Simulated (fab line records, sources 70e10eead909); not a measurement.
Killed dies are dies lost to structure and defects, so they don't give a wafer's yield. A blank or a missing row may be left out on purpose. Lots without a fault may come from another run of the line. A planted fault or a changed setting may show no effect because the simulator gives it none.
Chamber matching | flow nand_harc | NHARC_A_STAIRCASE_ALD_415 on ald_hk-03: 4 sister chambers
The step deposits SiO2, target thk 30 nm, pulse time 6 s, ald cycles 300. 4 wafers are shown with their chamber, then 8 later ones without.

WAFERS WITH THEIR CHAMBER
wafer  | chamber | heater_power_w (W)
L848.1 | 2       | 490
L847.2 | 0       | 530
L847.3 | 3       | 449
L851.4 | 1       | 375

WAFERS WITHOUT THEIR CHAMBER
wafer  | heater_power_w (W)
L851.5 | 369
L851.6 | 511
L852.2 | 458
L852.4 | 515
L852.5 | 506
L854.1 | 503
L854.3 | 370
L854.5 | 509

WHICH CHAMBER EACH WENT THROUGH
wafer  | from the rows above     | in truth
L851.5 | 1                       | 1
L851.6 | can't be placed: 0 or 2 | 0
L852.2 | can't be placed: 3 or 2 | 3
L852.4 | can't be placed: 0 or 2 | 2
L852.5 | can't be placed: 2 or 0 | 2
L854.1 | can't be placed: 2 or 0 | 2
L854.3 | 1                       | 1
L854.5 | can't be placed: 2 or 0 | 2
Placed correctly: 2 of 8. Can't be placed from these rows: 6 (the true chamber is among the candidates in 6). Placed wrongly: 0.
How it was worked out, from the rows above alone: a wafer's distance from a chamber is the root of the sum, over the readings, of the square of ((its reading less the chamber's mean) divided by the reading's scatter). The wafer belongs to the nearest chamber; if the next one is less than 2 further off, it can't be placed. A chamber's mean is the mean of its shown wafers. The scatter: with one shown wafer a chamber, the root of the mean of the squares of how far each hidden wafer lies from its nearest shown one.
